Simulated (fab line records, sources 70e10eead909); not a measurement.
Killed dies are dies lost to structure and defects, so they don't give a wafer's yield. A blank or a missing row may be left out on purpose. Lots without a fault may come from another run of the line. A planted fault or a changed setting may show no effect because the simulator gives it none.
fab line records | flow nand_harc
record lots=24 wafers=72 last_day=32
route steps=1302 shown A_CONTACT@1052
lots that met no fault: from a run of the same line without faults
start_h: hours from the record's first day to the start of the lot's first wafer shown | wait_h: hours since the lot's step before | " the same as in the row above | L1.1+2: a row that stands for several wafers | - no value, or no start given | * or withheld: withheld | < > ~ a bound
route shown NAME@n: a module of which the file shows steps, and the number in the route of the first | usual: mean/standard deviation of fault-free wafers | same: alike in all rows | chamber/n: place in a boat | sites: the reading at each site | _std_site: their standard deviation | _edge_site: outer sites' mean less inner sites' | radius_mm: how far each site lies from the wafer's centre | mask NAME#n: copy n | behind: the tool/chamber that last shaped the wafer | hold: why the lot was held/for how many hours/how that ended | device: the transistor (n, p or np) that didn't switch | end of line: the same wafers' tests at the end of the route | a step without rows: its recipe alone | killed: dies lost to structure and defects at the first sort, not the wafer's yield | map: a wafer's dies, x killed, . not, _ none there
set.NAME: the setting as run; set.NAME@STEP: as run at that earlier step | model.NAME: the simulator's own value behind a step, which no gauge read
steps of the route over a sample of lots; a table a step, a row a wafer
services: from which hour (start_h, from the record's first day; less than 0 if before it) a tool's chamber was out of use, for how many hours, and why
## steps
# step NHARC_A_CONTACT_ETCH_129
# recipe source_w=withheld pressure_mtorr=20 bias_v=3000 time_s=197 target_depth_a=19180 ar_flow_sccm=withheld c4f8_flow_sccm=withheld o2_flow_sccm=withheld chemistry=C4F8/O2/Ar
# columns lot.wafer tool chamber start_h wait_h rf_hours_counter_h
L075.2 har_cap_etch-02 0 511.89 0.1 89
L075.6 " 0 " " -
L075.5 " 1 " " -
L074.2 har_cap_etch-01 0 518.83 0.1 1
L074.3 " 0 " " -
L074.4 " 1 " " -
L076.2 har_cap_etch-01 0 526.41 0.1 5
L076.3 " 1 " " -
L076.6 " 1 " " -
L079.1 har_cap_etch-02 0 533.75 0.1 96
L079.3 " 1 " " -
L079.6 " 1 " " -
L077.2 har_cap_etch-01 1 536.68 0.1 9
L077.4 " 0 " " -
L077.3 " 1 " " -
L078.3 har_cap_etch-03 1 542.25 0.1 -
L078.4 " 0 " " -
L078.6 " 1 " " -
L081.1 har_cap_etch-02 0 567.07 0.1 101
L081.3 " 0 " " -
L081.5 " 0 " " -
L080.2 har_cap_etch-03 0 568.85 0.1 54
L080.3 " 0 " " -
L080.5 " 0 " " -
L082.2 har_cap_etch-02 1 584.02 0.1 104
L082.4 " 0 " " -
L082.5 " 1 " " -
L083.1 har_cap_etch-01 1 596.24 0.1 19
L083.3 " 1 " " -
L083.4 " 0 " " -
L084.1 har_cap_etch-03 1 597.62 0.2 59
L084.4 " 1 " " -
L084.3 " 0 " " -
L085.3 har_cap_etch-02 1 609.03 0.1 -
L085.5 " 0 " " -
L085.6 " 1 " " -
L087.1 har_cap_etch-01 1 623.88 0.1 24
L087.4 " 1 " " -
L087.6 " 1 " " -
L086.1 har_cap_etch-03 0 626.90 0.1 64
L086.4 " 1 " " -
L086.6 " 0 " " -
L088.1 har_cap_etch-02 0 642.77 0.1 115
L088.4 " 1 " " -
L088.6 " 1 " " -
L089.4 har_cap_etch-01 1 653.15 0.1 -
L089.6 " 0 " " -
L089.5 " 1 " " -
L090.4 har_cap_etch-03 0 670.60 0.1 -
L090.3 " 1 " " -
L090.5 " 1 " " -
L092.1 har_cap_etch-01 0 675.69 0.1 34
L092.3 " 0 " " -
L092.5 " 0 " " -
L091.3 har_cap_etch-02 0 678.59 0.1 -
L091.4 " 1 " " -
L091.5 " 0 " " -
L093.2 har_cap_etch-02 1 695.50 0.2 126
L093.3 " 0 " " -
L093.6 " 1 " " -
L095.2 har_cap_etch-01 1 702.43 0.1 40
L095.3 " 1 " " -
L095.5 " 1 " " -
L094.1 har_cap_etch-03 1 703.24 0.1 77
L094.4 " 1 " " -
L094.3 " 0 " " -
L096.3 har_cap_etch-01 1 705.70 0.1 -
L096.6 " 0 " " -
L096.5 " 1 " " -
L097.1 har_cap_etch-03 0 720.33 0.1 81
L097.4 " 1 " " -
L097.3 " 0 " " -
# step NHARC_A_CONTACT_DEP_85
# recipe target_thk_a=600 target_thk_nm=60 temp_c=400 pressure_torr=3.5 flow_sccm=200 rf_w=350 material=SiON
# usual chamber_pressure_Torr=3.501/0.0083 heater_power_w=734/99
# columns lot.wafer tool chamber start_h wait_h chamber_pressure_Torr heater_power_w
L075.2 pecvd-03 1 517.72 1.2 3.514 739
L075.5 " 2 " " 3.496 776
L075.6 " 0 " " 3.505 584
L074.2 pecvd-02 2 525.30 1.2 3.504 656
L074.3 " 0 " " 3.499 630
L074.4 " 1 " " 3.491 919
L076.2 pecvd-03 0 532.26 1.2 3.508 608
L076.3 " 1 " " 3.497 610
L076.6 " 2 " " 3.496 786
L079.3 pecvd-02 0 538.28 0.9 3.503 678
L079.1 " 2 " " 3.506 655
L079.6 " 2 " " 3.506 662
L077.2 pecvd-02 2 541.14 1.2 3.500 703
L077.3 " 0 " " 3.500 648
L077.4 " 0 " " 3.503 664
L078.3 pecvd-03 0 546.63 0.9 3.507 601
L078.6 " 1 " " 3.493 612
L078.4 " 2 " " 3.494 857
L081.3 pecvd-02 1 572.38 0.9 3.508 911
L081.1 " 2 " " 3.500 721
L081.5 " 1 " " 3.500 915
L080.3 pecvd-02 0 573.84 0.9 3.493 703
L080.2 " 2 " " 3.490 676
L080.5 " 0 " " 3.508 713
L082.2 pecvd-04 2 588.39 1.2 3.502 809
L082.4 " 2 " " 3.494 802
L082.5 " 1 " " 3.490 782
L083.3 pecvd-03 2 600.88 1.1 3.495 865
L083.1 " 1 " " 3.507 732
L083.4 " 1 " " 3.502 595
L084.3 pecvd-04 0 602.67 0.9 3.515 739
L084.1 " 1 " " 3.488 730
L084.4 " 1 " " 3.489 703
L085.3 pecvd-04 1 615.31 0.9 3.497 739
L085.5 " 1 " " 3.498 736
L085.6 " 0 " " 3.507 712
L087.1 pecvd-02 0 628.23 1.4 3.501 633
L087.4 " 0 " " 3.505 631
L087.6 " 2 " " 3.504 627
L086.1 pecvd-02 0 631.30 1.5 3.491 609
L086.4 " 0 " " 3.498 599
L086.6 " 2 " " 3.483 758
L088.1 pecvd-03 2 649.40 1.5 3.501 814
L088.4 " 0 " " 3.502 649
L088.6 " 1 " " 3.508 648
L089.4 pecvd-04 0 657.68 0.7 3.506 722
L089.6 " 1 " " 3.510 790
L089.5 " 2 " " 3.496 883
L090.3 pecvd-02 1 676.15 0.9 3.502 824
L090.4 " 2 " " 3.481 688
L090.5 " 0 " " 3.495 662
L092.3 pecvd-04 2 681.75 1.0 3.495 838
L092.1 " 0 " " 3.508 763
L092.5 " 2 " " 3.512 863
L091.3 pecvd-03 2 684.77 0.9 3.492 844
L091.5 " 1 " " 3.499 662
L091.4 " 2 " " 3.493 822
L093.2 pecvd-03 0 701.63 1.2 3.502 587
L093.3 " 1 " " 3.505 698
L093.6 " 1 " " 3.521 712
L095.2 pecvd-02 0 707.38 1.3 3.495 621
L095.3 " 1 " " 3.500 870
L095.5 " 0 " " 3.510 633
L094.1 pecvd-02 1 708.35 1.5 3.498 827
L094.3 " 2 " " 3.492 692
L094.4 " 0 " " 3.504 683
L096.3 pecvd-02 1 711.47 0.9 3.501 796
L096.5 " 2 " " 3.493 650
L096.6 " 0 " " 3.495 570
L097.3 pecvd-04 1 724.74 0.9 3.498 798
L097.1 " 2 " " 3.498 900
L097.4 " 2 " " 3.498 939
# step NHARC_A_CONTACT_OVL_MEAS_09
# usual overlay_x_nm=-0.1/0.86 overlay_y_nm=0.0/0.79
# columns lot.wafer tool chamber start_h wait_h overlay_x_nm overlay_y_nm
L075.2 overlay-01 - 518.53 - 0.8 -0.6
L075.5 " - " " 0.6 -0.5
L075.6 " - " " 0.7 -0.8
L074.2 overlay-01 - 525.98 - -0.8 -0.6
L074.3 " - " " -0.4 -0.6
L074.4 " - " " 0.5 -0.3
L076.2 overlay-02 - 533.04 - 0.6 -1.2
L076.3 " - " " 0.1 -1.2
L076.6 " - " " 0.7 -1.6
L079.1 overlay-01 - 539.09 - 1.2 -1.0
L079.3 " - " " 1.2 -0.8
L079.6 " - " " 0.8 -0.8
L077.2 overlay-01 - 541.80 - 0.9 0.6
L077.3 " - " " 1.1 0.8
L077.4 " - " " 1.3 0.2
L078.3 overlay-01 - 547.44 - 0.4 1.2
L078.4 " - " " 0.0 1.5
L078.6 " - " " -0.2 1.3
L081.1 overlay-01 - 573.06 - 0.8 0.7
L081.3 " - " " 0.7 0.6
L081.5 " - " " 0.9 0.4
L080.2 overlay-01 - 574.65 - 0.2 -0.6
L080.3 " - " " -0.2 -0.3
L080.5 " - " " 0.1 -0.4
L082.2 overlay-01 - 589.20 - -1.8 -0.8
L082.4 " - " " -1.9 -0.5
L082.5 " - " " -2.0 -0.1
L083.1 overlay-02 - 601.56 - -0.1 0.5
L083.3 " - " " -0.3 0.1
L083.4 " - " " -0.4 0.2
L084.1 overlay-02 - 603.35 - -0.5 -0.1
L084.3 " - " " -0.5 0.2
L084.4 " - " " -0.4 0.5
L085.3 overlay-01 - 615.99 - 0.4 0.2
L085.5 " - " " 1.0 1.0
L085.6 " - " " 0.5 0.5
L087.1 overlay-01 - 629.04 - -0.5 0.1
L087.4 " - " " 0.0 0.0
L087.6 " - " " -0.6 0.1
L086.1 overlay-02 - 632.11 - 0.0 0.1
L086.4 " - " " 0.1 -0.1
L086.6 " - " " -0.1 -1.0
L088.1 overlay-01 - 650.03 - 0.5 0.6
L088.4 " - " " 0.5 -0.1
L088.6 " - " " 0.0 0.4
L089.4 overlay-02 - 658.41 - -0.1 -0.5
L089.5 " - " " -0.2 -0.1
L089.6 " - " " -0.3 -0.2
L090.3 overlay-02 - 676.90 - -1.4 -1.7
L090.4 " - " " -1.3 -0.9
L090.5 " - " " -1.1 -2.1
L092.1 overlay-02 - 682.53 - -2.2 1.8
L092.3 " - " " -2.3 1.0
L092.5 " - " " -1.8 1.3
L091.3 overlay-01 - 685.55 - -0.6 0.6
L091.4 " - " " -0.9 0.0
L091.5 " - " " -0.3 0.3
L093.2 overlay-01 - 702.44 - -0.1 1.8
L093.3 " - " " -0.2 1.7
L093.6 " - " " -0.6 1.3
L095.2 overlay-01 - 708.19 - -0.2 0.7
L095.3 " - " " 0.1 0.5
L095.5 " - " " -0.1 0.7
L094.1 overlay-01 - 709.13 - -0.4 0.4
L094.3 " - " " -0.3 0.6
L094.4 " - " " -0.3 1.1
L096.3 overlay-01 - 712.16 - -0.2 -0.9
L096.5 " - " " -0.3 -0.5
L096.6 " - " " 0.0 -1.0
L097.1 overlay-02 - 725.52 - 1.0 0.0
L097.3 " - " " 0.8 -0.1
L097.4 " - " " 0.7 -0.1
# step NHARC_A_CONTACT_ETCH_88
# recipe target_depth_a=390 over_etch_frac=0.3 time_s=65 ion_energy_ev=80 cf4_flow_sccm=150 ar_flow_sccm=0 rf_w=300 bias_w=100 chemistry=CF4
# usual drypump_motor_current_A=5.6/0.5 oes_product_au=1.004/0.013 rf_vpp_V=151.6/1.2 showerhead_plenum_p_Torr=1.79/0.066 throttle_valve_pct=13.285/0.0093
# columns lot.wafer tool chamber start_h wait_h drypump_motor_current_A oes_product_au rf_hours_counter_h rf_vpp_V showerhead_plenum_p_Torr throttle_valve_pct
L075.2 rie_diel-04 3 518.73 0.1 5.2 1.011 30 150.8 1.72 13.295
L075.5 " 0 " " 5.5 0.990 - 150.4 1.83 13.284
L075.6 " 1 " " 5.9 1.015 - 150.0 1.74 13.283
L074.2 rie_diel-01 0 526.23 0.1 5.8 1.002 45 151.9 1.82 13.277
L074.4 " 2 " " 6.7 1.015 45 152.9 1.86 13.283
L074.3 " 3 " " 5.7 0.987 49 150.6 1.74 13.281
L076.3 rie_diel-01 1 533.23 0.1 5.2 0.970 53 153.0 1.89 13.266
L076.2 " 3 " " 5.7 0.981 50 150.6 1.74 13.285
L076.6 " 1 " " 5.2 0.976 - 152.3 1.89 13.283
L079.1 rie_diel-11 2 539.27 0.1 5.9 0.997 29 150.9 1.75 13.290
L079.3 " 1 " " 4.9 0.970 23 152.9 1.90 13.282
L079.6 " 3 " " 5.5 1.015 - 153.4 1.72 13.279
L077.3 rie_diel-04 0 541.98 0.1 5.5 1.001 0 152.1 1.83 13.258
L077.4 " 1 " " 6.0 1.006 0 150.1 1.74 13.285
L077.2 " 2 " " 6.1 1.018 0 151.0 1.87 13.297
L078.3 rie_diel-04 2 547.63 0.1 6.1 1.011 1 153.3 1.87 13.279
L078.4 " 3 " " 5.2 0.991 1 150.0 1.72 13.287
L078.6 " 1 " " 6.0 1.011 - 150.4 1.74 13.295
L081.3 rie_diel-01 0 573.26 0.1 5.9 1.000 1 150.7 1.82 13.295
L081.1 " 1 " " 5.2 0.982 1 153.2 1.89 13.282
L081.5 " 0 " " 5.8 0.990 - 150.9 1.82 13.283
L080.2 rie_diel-04 0 574.84 0.1 5.5 1.007 7 152.8 1.83 13.292
L080.3 " 2 " " 6.1 1.026 6 152.0 1.86 13.281
L080.5 " 3 " " 5.2 1.001 - 151.0 1.72 13.280
L082.4 rie_diel-11 0 589.39 0.1 4.7 1.006 50 151.2 1.72 13.292
L082.2 " 1 " " 4.9 0.964 41 152.6 1.90 13.296
L082.5 " 0 " " 4.7 0.996 - 151.0 1.72 13.277
L083.3 rie_diel-04 2 601.76 0.1 6.1 1.018 11 153.1 1.86 13.276
L083.1 " 1 " " 6.0 1.001 12 149.4 1.73 13.271
L083.4 " 2 " " 6.1 1.023 - 153.2 1.86 13.288
L084.1 rie_diel-04 1 603.55 0.1 5.9 1.006 13 151.3 1.73 13.310
L084.3 " 0 " " 5.5 0.999 14 152.1 1.83 13.282
L084.4 " 0 " " 5.5 1.009 - 152.1 1.83 13.278
L085.3 rie_diel-04 0 616.31 0.2 5.5 1.032 17 153.0 1.83 13.297
L085.6 " 3 " " 5.2 0.991 - 149.4 1.71 13.271
L085.5 " 0 " " 5.5 1.024 - 151.9 1.83 13.277
L087.4 rie_diel-04 1 629.24 0.1 6.0 1.009 19 149.8 1.73 13.280
L087.1 " 2 " " 6.1 1.012 17 153.9 1.86 13.306
L087.6 " 1 " " 6.0 1.010 - 151.1 1.73 13.293
L086.1 rie_diel-04 3 632.29 0.1 5.2 1.005 15 150.8 1.71 13.276
L086.4 " 0 " " 5.5 1.010 20 153.0 1.83 13.284
L086.6 " 0 " " 5.5 1.012 - 151.8 1.83 13.279
L088.4 rie_diel-04 1 650.21 0.1 5.9 0.999 22 151.9 1.73 13.289
L088.1 " 3 " " 5.2 0.994 17 150.6 1.71 13.305
L088.6 " 0 " " 5.5 1.008 - 151.8 1.82 13.290
L089.4 rie_diel-04 0 658.61 0.1 5.5 1.009 23 150.9 1.82 13.293
L089.6 " 1 " " 5.9 0.992 - 150.3 1.73 13.274
L089.5 " 2 " " 6.1 1.013 - 152.2 1.86 13.303
L090.4 rie_diel-01 3 677.09 0.1 5.7 1.015 33 150.8 1.73 13.285
L090.3 " 1 " " 5.2 0.995 30 153.1 1.88 13.280
L090.5 " 2 " " 6.7 1.010 - 152.3 1.85 13.293
L092.1 rie_diel-11 3 682.72 0.1 5.5 1.011 20 151.6 1.71 13.291
L092.3 " 1 " " 4.9 0.994 19 153.8 1.89 13.290
L092.5 " 0 " " 4.7 1.009 - 148.8 1.71 13.282
L091.3 rie_diel-11 1 685.74 0.1 4.9 0.994 21 152.2 1.89 13.283
L091.4 " 3 " " 5.5 1.024 21 152.7 1.71 13.286
L091.5 " 0 " " 4.7 1.003 - 150.7 1.71 13.291
L093.3 rie_diel-11 0 702.72 0.2 4.7 1.008 34 150.7 1.71 13.289
L093.2 " 1 " " 4.9 0.989 27 153.5 1.89 13.295
L093.6 " 0 " " 4.7 1.003 - 149.9 1.71 13.273
L095.3 rie_diel-01 1 708.38 0.1 5.3 0.997 40 152.7 1.88 13.287
L095.2 " 2 " " 6.7 1.014 45 151.6 1.85 13.283
L095.5 " 2 " " 6.7 1.008 - 152.6 1.85 13.294
L094.3 rie_diel-04 3 709.34 0.1 5.1 0.989 29 150.9 1.71 13.287
L094.1 " 1 " " 6.0 0.997 36 151.9 1.73 13.272
L094.4 " 3 " " 5.2 0.996 - 150.9 1.71 13.274
L096.3 rie_diel-01 1 712.34 0.1 5.2 0.981 40 153.4 1.88 13.280
L096.6 " 1 " " 5.2 0.986 - 153.3 1.88 13.288
L096.5 " 2 " " 6.7 1.007 - 151.1 1.85 13.279
L097.3 rie_diel-04 0 725.70 0.1 5.5 0.985 0 153.4 1.82 13.281
L097.1 " 2 " " 6.0 1.017 0 151.5 1.86 13.274
L097.4 " 3 " " 5.2 1.019 0 149.1 1.71 13.283
# step NHARC_A_CONTACT_ETCH_134
# recipe source_w=withheld pressure_mtorr=20 bias_v=withheld time_s=140 target_depth_a=7000 ar_flow_sccm=withheld c4f8_flow_sccm=withheld o2_flow_sccm=withheld chemistry=C4F8/O2/Ar
# columns lot.wafer tool chamber start_h wait_h rf_hours_counter_h
L075.2 har_cap_etch-02 1 519.79 - 92
L075.6 " 0 " " -
L075.5 " 1 " " -
L074.2 har_cap_etch-02 0 527.27 - 94
L074.4 " 0 " " -
L074.3 " 1 " " -
L076.2 har_cap_etch-03 0 534.28 - 47
L076.3 " 0 " " -
L076.6 " 0 " " -
L079.1 har_cap_etch-02 0 540.51 - 97
L079.3 " 1 " " -
L079.6 " 1 " " -
L077.2 har_cap_etch-01 0 543.05 - 10
L077.4 " 1 " " -
L077.3 " 0 " " -
L078.4 har_cap_etch-02 1 548.73 - -
L078.3 " 0 " " -
L078.6 " 0 " " -
L081.1 har_cap_etch-02 1 574.30 - 102
L081.3 " 0 " " -
L081.5 " 0 " " -
L080.2 har_cap_etch-03 1 575.87 - 55
L080.3 " 1 " " -
L080.5 " 1 " " -
L082.2 har_cap_etch-02 0 590.51 - 105
L082.4 " 0 " " -
L082.5 " 0 " " -
L083.1 har_cap_etch-01 0 603.00 - 20
L083.4 " 0 " " -
L083.3 " 1 " " -
L084.1 har_cap_etch-03 1 604.86 - 60
L084.4 " 0 " " -
L084.3 " 1 " " -
L085.3 har_cap_etch-02 1 617.41 - -
L085.5 " 1 " " -
L085.6 " 0 " " -
L087.1 har_cap_etch-01 0 630.27 - 25
L087.4 " 0 " " -
L087.6 " 1 " " -
L086.1 har_cap_etch-03 0 633.34 - 65
L086.4 " 1 " " -
L086.6 " 1 " " -
L088.1 har_cap_etch-03 1 651.28 - 67
L088.4 " 0 " " -
L088.6 " 1 " " -
L089.4 har_cap_etch-03 1 659.70 - -
L089.6 " 1 " " -
L089.5 " 0 " " -
L090.3 har_cap_etch-03 0 678.29 - -
L090.4 " 1 " " -
L090.5 " 1 " " -
L092.1 har_cap_etch-02 0 683.79 - 122
L092.3 " 0 " " -
L092.5 " 1 " " -
L091.3 har_cap_etch-03 0 686.88 - -
L091.4 " 1 " " -
L091.5 " 1 " " -
L093.2 har_cap_etch-02 0 703.84 - 127
L093.3 " 0 " " -
L093.6 " 0 " " -
L095.2 har_cap_etch-02 0 709.41 - 129
L095.3 " 0 " " -
L095.5 " 0 " " -
L094.1 har_cap_etch-01 0 710.53 - 43
L094.4 " 1 " " -
L094.3 " 0 " " -
L096.3 har_cap_etch-02 0 713.51 - -
L096.6 " 0 " " -
L096.5 " 1 " " -
L097.1 har_cap_etch-01 0 726.77 - 44
L097.3 " 1 " " -
L097.4 " 0 " " -
# step NHARC_A_CONTACT_ETCH_136
# recipe source_w=withheld pressure_mtorr=20 bias_v=1200 time_s=311 target_depth_a=19120 ar_flow_sccm=withheld c4f8_flow_sccm=withheld o2_flow_sccm=withheld chemistry=C4F8/O2/Ar
# columns lot.wafer tool chamber start_h wait_h rf_hours_counter_h
L075.2 har_cap_etch-02 1 520.28 0.2 92
L075.6 " 0 " " -
L075.5 " 1 " " -
L074.2 har_cap_etch-02 0 527.74 0.2 95
L074.4 " 0 " " -
L074.3 " 1 " " -
L076.2 har_cap_etch-03 0 534.75 0.2 48
L076.3 " 0 " " -
L076.6 " 0 " " -
L079.1 har_cap_etch-02 0 541.00 0.2 98
L079.3 " 1 " " -
L079.6 " 1 " " -
L077.2 har_cap_etch-01 0 543.54 0.2 10
L077.4 " 1 " " -
L077.3 " 0 " " -
L078.4 har_cap_etch-02 1 549.23 0.2 -
L078.3 " 0 " " -
L078.6 " 0 " " -
L081.1 har_cap_etch-02 1 574.76 0.2 102
L081.3 " 0 " " -
L081.5 " 0 " " -
L080.2 har_cap_etch-03 1 576.34 0.2 55
L080.3 " 1 " " -
L080.5 " 1 " " -
L082.2 har_cap_etch-02 0 590.99 0.2 105
L082.4 " 0 " " -
L082.5 " 0 " " -
L083.1 har_cap_etch-01 0 603.47 0.2 20
L083.4 " 0 " " -
L083.3 " 1 " " -
L084.1 har_cap_etch-03 1 605.71 0.4 60
L084.4 " 0 " " -
L084.3 " 1 " " -
L085.3 har_cap_etch-02 1 617.90 0.2 -
L085.5 " 1 " " -
L085.6 " 0 " " -
L087.1 har_cap_etch-01 0 630.75 0.2 26
L087.4 " 0 " " -
L087.6 " 1 " " -
L086.1 har_cap_etch-03 0 633.81 0.2 66
L086.4 " 1 " " -
L086.6 " 1 " " -
L088.1 har_cap_etch-03 1 651.77 0.2 67
L088.4 " 0 " " -
L088.6 " 1 " " -
L089.4 har_cap_etch-03 1 660.19 0.2 -
L089.6 " 1 " " -
L089.5 " 0 " " -
L090.3 har_cap_etch-03 0 678.79 0.2 -
L090.4 " 1 " " -
L090.5 " 1 " " -
L092.1 har_cap_etch-02 0 684.27 0.2 122
L092.3 " 0 " " -
L092.5 " 1 " " -
L091.3 har_cap_etch-03 0 687.37 0.2 -
L091.4 " 1 " " -
L091.5 " 1 " " -
L093.2 har_cap_etch-02 0 704.32 0.2 128
L093.3 " 0 " " -
L093.6 " 0 " " -
L095.2 har_cap_etch-02 0 709.89 0.2 129
L095.3 " 0 " " -
L095.5 " 0 " " -
L094.1 har_cap_etch-01 0 711.02 0.2 43
L094.4 " 1 " " -
L094.3 " 0 " " -
L096.3 har_cap_etch-02 0 714.00 0.2 -
L096.6 " 0 " " -
L096.5 " 1 " " -
L097.1 har_cap_etch-01 0 727.26 0.2 45
L097.3 " 1 " " -
L097.4 " 0 " " -
## services
# columns tool chamber start_h hours kind
rie_diel-04 2 496.19 2.8 repair
har_cap_etch-01 - 497.00 17.0 pm
rie_diel-04 1 498.93 8.8 repair
pecvd-04 - 501.22 1.2 repair
pecvd-03 0 504.16 5.4 repair
rie_diel-04 3 524.19 1.3 repair
rie_diel-04 - 532.47 9.0 pm
pecvd-03 - 547.93 13.0 pm
pecvd-02 - 552.46 1.6 repair
rie_diel-04 2 556.39 3.3 repair
rie_diel-01 - 559.14 9.0 pm
pecvd-02 - 589.16 13.0 pm
rie_diel-04 3 593.28 13.2 repair
rie_diel-11 - 611.35 9.0 pm
pecvd-03 - 625.09 0.6 repair
har_cap_etch-02 - 629.71 0.5 repair
pecvd-04 - 631.20 13.0 pm
rie_diel-04 0 636.13 3.6 repair
rie_diel-01 3 649.53 15.0 repair
rie_diel-01 0 670.29 4.2 repair
pecvd-02 - 678.26 0.8 repair
pecvd-04 2 687.45 4.8 repair
rie_diel-04 - 709.72 9.0 pm
pecvd-02 - 714.12 2.3 repair
## key
fault none
